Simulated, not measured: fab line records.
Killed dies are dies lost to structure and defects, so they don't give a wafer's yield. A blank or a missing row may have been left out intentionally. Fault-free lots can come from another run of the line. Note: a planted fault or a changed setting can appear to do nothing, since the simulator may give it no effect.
fab line records | flow nand_harc | part 2 of 2: steps 5 to 6 of 6
record: lots: 23 | wafers: 69 | last_day: 26
route steps=1159 shown A_CHANNEL_FILL_D1@494 A_STAIRCASE@581
lots with no fault: from the same line, run without faults
start_h: start of the lot's first displayed wafer, in hours after the record's first day | wait_h: how many hours have passed since the lot's step before this one | " repeats the value in the row above | L1.1+2: several wafers, shown together as one row | - value missing, or start not given | * or withheld: withheld | < > ~ a bound
route shown NAME@n: names a module that has steps shown in the file, with the first one's number in the route | usual: mean/standard deviation of fault-free wafers | same: alike in all rows | chamber/n: place in a boat | sites: per-site readings | _std_site: standard deviation across them | _edge_site: outer sites' mean less inner sites' | radius_mm: for every site, how far away it sits from the centre of the wafer | mask NAME#n: copy n | behind: tool/chamber where the wafer was last shaped | hold: cause of the lot's hold/its duration in hours/its outcome | device: whichever transistor did not switch (one of n, p or np) | end of line: the route-end tests of the same wafers | a step with no rows: only its recipe | killed: the dies lost at the first sort to structure and to defects; this is not the yield of the wafer | map: the dies of a wafer, with x for killed, . for not killed, _ for no die there
set.NAME: the setting the step ran with; set.NAME@STEP: the setting that earlier step ran with | model.NAME: the simulator's own value behind a step, which no gauge read
one table for each step of the route and one row for each wafer, over a sample of lots
services: a tool's chamber out of use, with start hour (start_h, from the record's first day; less than 0 if before it), hours out, and reason
== steps ==
step: NHARC_A_STAIRCASE_TRIM_189
recipe: time_s: 211.2 | o2_flow_sccm: 500 | ar_flow_sccm: 0 | bias_w: 0 | chemistry: O2
usual: drypump_motor_current_A: 5.9/0.49 | oes_product_au: 1.002/0.011 | rf_vpp_V: 57.8/0.84 | showerhead_plenum_p_Torr: 3.58/0.13 | throttle_valve_pct: 17.035/0.0087
lot.wafer | tool        | chamber | start_h | wait_h | drypump_motor_current_A | oes_product_au | rf_hours_counter_h | rf_vpp_V | showerhead_plenum_p_Torr | throttle_valve_pct
L074.1    | rie_diel-07 | 3       | -       | -      | 5.6                     | 1.001          | 1                  | 58.7     | 3.78                     | 17.034
L074.3    | "           | 1       | "       | "      | 4.7                     | 1.005          | 1                  | 56.9     | 3.44                     | 17.030
L074.6    | "           | 2       | "       | "      | 6.0                     | 1.015          | -                  | 58.7     | 3.70                     | 17.034
L076.3    | rie_diel-11 | 0       | -       | -      | 5.8                     | 1.006          | 20                 | 57.4     | 3.58                     | 17.030
L076.1    | "           | 1       | "       | "      | 5.5                     | 0.982          | 20                 | 57.7     | 3.69                     | 17.047
L076.6    | "           | 0       | "       | "      | 5.8                     | 1.000          | -                  | 57.2     | 3.58                     | 17.037
L075.4    | rie_diel-07 | 2       | -       | -      | 6.0                     | 1.026          | 5                  | 57.4     | 3.69                     | 17.025
L075.3    | "           | 3       | "       | "      | 5.6                     | 1.004          | 5                  | 58.0     | 3.77                     | 17.027
L075.5    | "           | 2       | "       | "      | 6.0                     | 1.020          | -                  | 59.8     | 3.69                     | 17.036
L077.3    | rie_diel-07 | 1       | -       | -      | 4.8                     | 0.999          | 7                  | 56.1     | 3.44                     | 17.041
L077.5    | "           | 0       | "       | "      | 6.7                     | 0.997          | -                  | 57.3     | 3.42                     | 17.023
L077.6    | "           | 1       | "       | "      | 4.7                     | 1.013          | -                  | 57.8     | 3.44                     | 17.036
L078.1    | rie_diel-07 | 2       | -       | -      | 6.0                     | 1.018          | 8                  | 57.8     | 3.69                     | 17.043
L078.3    | "           | 0       | "       | "      | 6.7                     | 0.994          | 8                  | 57.6     | 3.42                     | 17.037
L078.5    | "           | 1       | "       | "      | 4.7                     | 1.008          | -                  | 56.4     | 3.44                     | 17.040
L079.3    | rie_diel-12 | 3       | -       | -      | 6.0                     | 1.001          | 22                 | 57.4     | 3.62                     | 17.034
L079.2    | "           | 0       | "       | "      | 5.7                     | 1.016          | 24                 | 56.5     | 3.50                     | 17.034
L079.4    | "           | 1       | "       | "      | 5.9                     | 1.001          | 22                 | 57.1     | 3.63                     | 17.028
L082.3    | rie_diel-07 | 0       | -       | -      | 6.7                     | 0.992          | 14                 | 58.5     | 3.41                     | 17.036
L082.6    | "           | 2       | "       | "      | 6.0                     | 1.004          | -                  | 57.3     | 3.69                     | 17.036
L082.5    | "           | 3       | "       | "      | 5.6                     | 0.987          | -                  | 57.6     | 3.77                     | 17.029
L080.4    | rie_diel-07 | 0       | -       | -      | 6.7                     | 1.004          | 14                 | 57.3     | 3.41                     | 17.039
L080.1    | "           | 1       | "       | "      | 4.8                     | 1.008          | 14                 | 57.3     | 3.44                     | 17.027
L080.5    | "           | 3       | "       | "      | 5.6                     | 1.000          | -                  | 60.5     | 3.77                     | 17.021
L083.1    | rie_diel-12 | 3       | -       | -      | 6.0                     | 1.003          | 28                 | 57.8     | 3.62                     | 17.043
L083.3    | "           | 0       | "       | "      | 5.7                     | 1.005          | 32                 | 56.6     | 3.50                     | 17.043
L083.5    | "           | 1       | "       | "      | 5.9                     | 0.999          | -                  | 57.2     | 3.63                     | 17.021
L081.4    | rie_diel-11 | 2       | -       | -      | 5.5                     | 1.007          | 36                 | 58.0     | 3.29                     | 17.050
L081.5    | "           | 0       | "       | "      | 5.8                     | 0.997          | -                  | 57.1     | 3.57                     | 17.021
L081.6    | "           | 1       | "       | "      | 5.5                     | 0.991          | -                  | 58.2     | 3.68                     | 17.024
L084.1    | rie_diel-12 | 2       | -       | -      | 6.2                     | 0.989          | 30                 | 57.8     | 3.70                     | 17.039
L084.3    | "           | 3       | "       | "      | 6.0                     | 1.010          | 31                 | 57.2     | 3.62                     | 17.030
L084.6    | "           | 2       | "       | "      | 6.2                     | 0.978          | -                  | 58.4     | 3.70                     | 17.035
L086.3    | rie_diel-11 | 0       | -       | -      | 5.8                     | 1.003          | 45                 | 55.9     | 3.56                     | 17.022
L086.4    | "           | 1       | "       | "      | 5.5                     | 0.970          | 44                 | 57.7     | 3.67                     | 17.023
L086.2    | "           | 2       | "       | "      | 5.5                     | 1.004          | 44                 | 57.7     | 3.28                     | 17.041
L087.1    | rie_diel-11 | 2       | -       | -      | 5.5                     | 1.011          | 44                 | 56.9     | 3.29                     | 17.038
L087.3    | "           | 0       | "       | "      | 5.8                     | 1.020          | 45                 | 57.2     | 3.56                     | 17.049
L087.5    | "           | 1       | "       | "      | 5.5                     | 0.988          | -                  | 58.6     | 3.67                     | 17.038
L089.2    | rie_diel-12 | 1       | -       | -      | 5.9                     | 1.001          | 43                 | 58.6     | 3.62                     | 17.043
L089.1    | "           | 3       | "       | "      | 6.0                     | 1.007          | 41                 | 56.2     | 3.61                     | 17.041
L089.5    | "           | 0       | "       | "      | 5.7                     | 1.011          | -                  | 57.7     | 3.49                     | 17.037
L088.1    | rie_diel-07 | 2       | -       | -      | 6.0                     | 1.011          | 32                 | 58.2     | 3.68                     | 17.040
L088.2    | "           | 0       | "       | "      | 6.7                     | 0.987          | 36                 | 58.0     | 3.40                     | 17.037
L088.6    | "           | 1       | "       | "      | 4.7                     | 1.019          | -                  | 57.8     | 3.42                     | 17.026
L090.1    | rie_diel-11 | 0       | -       | -      | 5.8                     | 1.019          | 54                 | 58.3     | 3.56                     | 17.029
L090.3    | "           | 1       | "       | "      | 5.5                     | 1.001          | 54                 | 56.5     | 3.67                     | 17.040
L090.6    | "           | 3       | "       | "      | 6.6                     | 1.010          | -                  | 58.6     | 3.60                     | 17.047
L091.4    | rie_diel-11 | 3       | -       | -      | 6.6                     | 1.011          | 52                 | 57.3     | 3.60                     | 17.021
L091.3    | "           | 0       | "       | "      | 5.8                     | 1.002          | 56                 | 58.6     | 3.56                     | 17.035
L091.5    | "           | 3       | "       | "      | 6.6                     | 1.000          | -                  | 59.2     | 3.60                     | 17.012
L094.1    | rie_diel-12 | 3       | -       | -      | 6.0                     | 1.000          | 47                 | 59.8     | 3.61                     | 17.031
L094.4    | "           | 1       | "       | "      | 5.9                     | 0.987          | 49                 | 58.0     | 3.62                     | 17.034
L094.6    | "           | 0       | "       | "      | 5.7                     | 1.011          | -                  | 57.7     | 3.49                     | 17.056
L092.2    | rie_diel-11 | 0       | -       | -      | 5.8                     | 0.998          | 60                 | 58.0     | 3.56                     | 17.030
L092.3    | "           | 2       | "       | "      | 5.5                     | 0.996          | 62                 | 57.0     | 3.28                     | 17.025
L092.5    | "           | 3       | "       | "      | 6.6                     | 0.996          | -                  | 57.8     | 3.60                     | 17.030
L095.2    | rie_diel-07 | 2       | -       | -      | 5.9                     | 1.010          | 40                 | 58.8     | 3.67                     | 17.034
L095.1    | "           | 3       | "       | "      | 5.6                     | 1.009          | 40                 | 58.2     | 3.75                     | 17.029
L095.4    | "           | 1       | "       | "      | 4.7                     | 1.009          | 45                 | 58.0     | 3.42                     | 17.036
L093.4    | rie_diel-12 | 3       | -       | -      | 6.0                     | 1.000          | 50                 | 56.4     | 3.61                     | 17.036
L093.5    | "           | 0       | "       | "      | 5.7                     | 1.004          | -                  | 57.6     | 3.49                     | 17.034
L093.6    | "           | 1       | "       | "      | 5.9                     | 0.997          | -                  | 57.4     | 3.62                     | 17.032
L096.3    | rie_diel-12 | 1       | -       | -      | 5.9                     | 1.015          | 58                 | 59.0     | 3.61                     | 17.025
L096.5    | "           | 0       | "       | "      | 5.7                     | 1.026          | -                  | 59.0     | 3.48                     | 17.022
L096.6    | "           | 1       | "       | "      | 5.9                     | 1.010          | -                  | 57.1     | 3.61                     | 17.029
L097.1    | rie_diel-11 | 0       | -       | -      | 5.8                     | 0.993          | 11                 | 59.1     | 3.55                     | 17.035
L097.2    | "           | 2       | "       | "      | 5.5                     | 1.012          | 9                  | 57.4     | 3.80                     | 17.037
L097.6    | "           | 0       | "       | "      | 5.8                     | 1.010          | -                  | 57.4     | 3.55                     | 17.026
step: NHARC_A_STAIRCASE_TRIM_231
recipe: time_s: 211.2 | o2_flow_sccm: 500 | ar_flow_sccm: 0 | bias_w: 0 | chemistry: O2
usual: drypump_motor_current_A: 5.9/0.53 | oes_product_au: 1.003/0.009 | rf_vpp_V: 57.9/0.83 | showerhead_plenum_p_Torr: 3.57/0.13 | throttle_valve_pct: 17.036/0.0086
lot.wafer | tool        | chamber | start_h | wait_h | drypump_motor_current_A | oes_product_au | rf_hours_counter_h | rf_vpp_V | showerhead_plenum_p_Torr | throttle_valve_pct
L074.1    | rie_diel-12 | 0       | -       | -      | 5.7                     | 1.022          | 17                 | 57.2     | 3.51                     | 17.005
L074.3    | "           | 2       | "       | "      | 6.3                     | 0.992          | 13                 | 57.9     | 3.71                     | 17.053
L074.6    | "           | 3       | "       | "      | 6.0                     | 1.006          | -                  | 58.1     | 3.63                     | 17.022
L076.1    | rie_diel-07 | 3       | -       | -      | 5.6                     | 0.999          | 6                  | 58.0     | 3.77                     | 17.037
L076.3    | "           | 1       | "       | "      | 4.7                     | 1.000          | 6                  | 57.7     | 3.44                     | 17.054
L076.6    | "           | 2       | "       | "      | 6.0                     | 1.008          | -                  | 58.2     | 3.69                     | 17.035
L075.4    | rie_diel-11 | 2       | -       | -      | 5.5                     | 1.003          | 23                 | 58.3     | 3.30                     | 17.040
L075.3    | "           | 1       | "       | "      | 5.5                     | 0.980          | 22                 | 58.0     | 3.69                     | 17.046
L075.5    | "           | 2       | "       | "      | 5.5                     | 1.004          | -                  | 55.8     | 3.30                     | 17.053
L077.3    | rie_diel-07 | 3       | -       | -      | 5.5                     | 1.013          | 9                  | 58.9     | 3.77                     | 17.035
L077.6    | "           | 3       | "       | "      | 5.6                     | 1.003          | -                  | 58.3     | 3.77                     | 17.037
L077.5    | "           | 0       | "       | "      | 6.7                     | 0.992          | -                  | 57.5     | 3.42                     | 17.032
L078.1    | rie_diel-07 | 2       | -       | -      | 6.0                     | 1.008          | 10                 | 58.9     | 3.69                     | 17.024
L078.3    | "           | 1       | "       | "      | 4.7                     | 1.002          | 10                 | 58.3     | 3.44                     | 17.035
L078.5    | "           | 2       | "       | "      | 6.0                     | 1.020          | -                  | 58.1     | 3.69                     | 17.034
L079.4    | rie_diel-12 | 3       | -       | -      | 6.0                     | 1.008          | 23                 | 58.4     | 3.62                     | 17.021
L079.3    | "           | 0       | "       | "      | 5.7                     | 1.017          | 25                 | 58.4     | 3.50                     | 17.036
L079.2    | "           | 2       | "       | "      | 6.2                     | 0.989          | 21                 | 57.6     | 3.71                     | 17.037
L082.3    | rie_diel-12 | 0       | -       | -      | 5.7                     | 1.011          | 31                 | 56.8     | 3.50                     | 17.033
L082.5    | "           | 1       | "       | "      | 5.9                     | 0.993          | -                  | 56.3     | 3.63                     | 17.042
L082.6    | "           | 2       | "       | "      | 6.2                     | 0.998          | -                  | 57.5     | 3.71                     | 17.052
L080.1    | rie_diel-11 | 3       | -       | -      | 6.6                     | 1.004          | 34                 | 57.4     | 3.61                     | 17.041
L080.4    | "           | 0       | "       | "      | 5.8                     | 1.013          | 34                 | 58.3     | 3.57                     | 17.022
L080.5    | "           | 3       | "       | "      | 6.6                     | 1.005          | -                  | 58.8     | 3.61                     | 17.041
L083.3    | rie_diel-12 | 0       | -       | -      | 5.7                     | 1.016          | 33                 | 57.0     | 3.50                     | 17.047
L083.1    | "           | 2       | "       | "      | 6.3                     | 0.988          | 28                 | 58.6     | 3.70                     | 17.039
L083.5    | "           | 0       | "       | "      | 5.7                     | 1.018          | -                  | 59.1     | 3.50                     | 17.037
L081.4    | rie_diel-07 | 0       | -       | -      | 6.7                     | 0.990          | 23                 | 58.4     | 3.41                     | 17.013
L081.5    | "           | 1       | "       | "      | 4.7                     | 1.006          | -                  | 57.8     | 3.43                     | 17.040
L081.6    | "           | 2       | "       | "      | 6.0                     | 0.992          | -                  | 58.5     | 3.69                     | 17.036
L084.1    | rie_diel-11 | 1       | -       | -      | 5.5                     | 0.995          | 42                 | 60.0     | 3.68                     | 17.042
L084.3    | "           | 2       | "       | "      | 5.5                     | 1.023          | 43                 | 58.4     | 3.29                     | 17.039
L084.6    | "           | 0       | "       | "      | 5.8                     | 1.015          | -                  | 57.8     | 3.57                     | 17.018
L086.4    | rie_diel-12 | 1       | -       | -      | 5.9                     | 1.002          | 41                 | 58.0     | 3.62                     | 17.047
L086.2    | "           | 2       | "       | "      | 6.2                     | 0.986          | 37                 | 57.2     | 3.70                     | 17.049
L086.3    | "           | 3       | "       | "      | 6.0                     | 1.012          | 40                 | 58.1     | 3.61                     | 17.026
L087.3    | rie_diel-12 | 0       | -       | -      | 5.7                     | 1.008          | 44                 | 57.8     | 3.49                     | 17.037
L087.1    | "           | 1       | "       | "      | 6.0                     | 0.995          | 42                 | 57.2     | 3.62                     | 17.031
L087.5    | "           | 2       | "       | "      | 6.2                     | 0.984          | -                  | 57.6     | 3.70                     | 17.039
L089.1    | rie_diel-11 | 3       | -       | -      | 6.6                     | 1.001          | 50                 | 57.7     | 3.60                     | 17.035
L089.2    | "           | 0       | "       | "      | 5.8                     | 1.007          | 54                 | 59.0     | 3.56                     | 17.044
L089.5    | "           | 2       | "       | "      | 5.5                     | 0.997          | -                  | 57.0     | 3.28                     | 17.031
L088.1    | rie_diel-12 | 0       | -       | -      | 5.7                     | 1.014          | 48                 | 57.1     | 3.49                     | 17.041
L088.2    | "           | 1       | "       | "      | 5.9                     | 1.014          | 45                 | 58.0     | 3.62                     | 17.043
L088.6    | "           | 3       | "       | "      | 6.0                     | 1.007          | -                  | 58.6     | 3.61                     | 17.047
L090.3    | rie_diel-11 | 1       | -       | -      | 5.5                     | 0.995          | 55                 | 57.9     | 3.67                     | 17.031
L090.1    | "           | 2       | "       | "      | 5.5                     | 1.007          | 56                 | 58.1     | 3.28                     | 17.030
L090.6    | "           | 1       | "       | "      | 5.5                     | 0.982          | -                  | 58.4     | 3.67                     | 17.035
L091.4    | rie_diel-12 | 0       | -       | -      | 5.7                     | 1.021          | 51                 | 57.7     | 3.49                     | 17.039
L091.3    | "           | 1       | "       | "      | 5.9                     | 0.999          | 49                 | 57.2     | 3.62                     | 17.034
L091.5    | "           | 2       | "       | "      | 6.2                     | 1.005          | -                  | 58.5     | 3.69                     | 17.040
L094.1    | rie_diel-07 | 2       | -       | -      | 6.0                     | 1.009          | 38                 | 58.0     | 3.68                     | 17.035
L094.4    | "           | 3       | "       | "      | 5.6                     | 1.001          | 38                 | 58.2     | 3.75                     | 17.027
L094.6    | "           | 0       | "       | "      | 6.7                     | 0.991          | -                  | 58.5     | 3.40                     | 17.046
L092.2    | rie_diel-12 | 1       | -       | -      | 5.9                     | 1.001          | 55                 | 57.7     | 3.62                     | 17.030
L092.3    | "           | 2       | "       | "      | 6.2                     | 0.985          | 50                 | 57.0     | 3.69                     | 17.036
L092.5    | "           | 1       | "       | "      | 5.9                     | 1.004          | -                  | 59.2     | 3.62                     | 17.043
L095.1    | rie_diel-07 | 1       | -       | -      | 4.7                     | 0.989          | 48                 | 58.2     | 3.42                     | 17.029
L095.2    | "           | 2       | "       | "      | 6.0                     | 1.008          | 43                 | 58.4     | 3.67                     | 17.040
L095.4    | "           | 3       | "       | "      | 5.5                     | 1.000          | 43                 | 58.7     | 3.75                     | 17.034
L093.4    | rie_diel-07 | 1       | -       | -      | 4.8                     | 1.023          | 52                 | 57.2     | 3.42                     | 17.042
L093.6    | "           | 1       | "       | "      | 4.7                     | 1.008          | -                  | 56.8     | 3.42                     | 17.032
L093.5    | "           | 2       | "       | "      | 6.0                     | 1.010          | -                  | 57.5     | 3.67                     | 17.026
L096.3    | rie_diel-11 | 2       | -       | -      | 5.5                     | 1.001          | 2                  | 58.1     | 3.81                     | 17.033
L096.5    | "           | 2       | "       | "      | 5.5                     | 1.008          | -                  | 57.3     | 3.81                     | 17.050
L096.6    | "           | 3       | "       | "      | 6.6                     | 1.012          | -                  | 58.3     | 3.60                     | 17.046
L097.1    | rie_diel-07 | 1       | -       | -      | 4.8                     | 0.995          | 65                 | 57.1     | 3.41                     | 17.028
L097.2    | "           | 2       | "       | "      | 6.0                     | 1.004          | 59                 | 59.4     | 3.66                     | 17.035
L097.6    | "           | 2       | "       | "      | 6.0                     | 1.004          | -                  | 59.1     | 3.66                     | 17.040
== services ==
tool        | chamber | start_h | hours | kind
rie_diel-12 | 1       | 169.21  | 14.6  | repair
rie_diel-11 | 3       | 174.31  | 11.6  | repair
rie_diel-11 | 1       | 181.20  | 9.2   | repair
ald_hk-04   | -       | 188.43  | 10.0  | pm
rie_diel-11 | -       | 189.54  | 9.0   | pm
rie_diel-03 | -       | 198.44  | 2.1   | repair
rie_diel-07 | 3       | 199.25  | 7.7   | repair
rie_diel-12 | -       | 202.45  | 9.0   | pm
rie_diel-03 | 0       | 215.06  | 3.3   | repair
rie_diel-03 | -       | 215.32  | 9.0   | pm
rie_diel-07 | -       | 228.26  | 9.0   | pm
ald_hk-01   | -       | 230.70  | 10.0  | pm
rie_diel-12 | 3       | 258.47  | 5.0   | repair
rie_diel-02 | 1       | 260.49  | 3.6   | repair
rie_diel-02 | 3       | 315.00  | 6.4   | repair
rie_diel-02 | -       | 327.70  | 9.0   | pm
rie_diel-03 | 0       | 329.59  | 14.0  | repair
rie_diel-11 | 0       | 353.65  | 4.1   | repair
rie_diel-11 | -       | 366.67  | 9.0   | pm
ald_hk-04   | -       | 367.39  | 10.0  | pm
rie_diel-07 | 3       | 371.03  | 30.2  | repair
rie_diel-12 | -       | 379.45  | 9.0   | pm
rie_diel-03 | -       | 392.32  | 9.0   | pm
ald_hk-03   | -       | 394.73  | 0.7   | repair
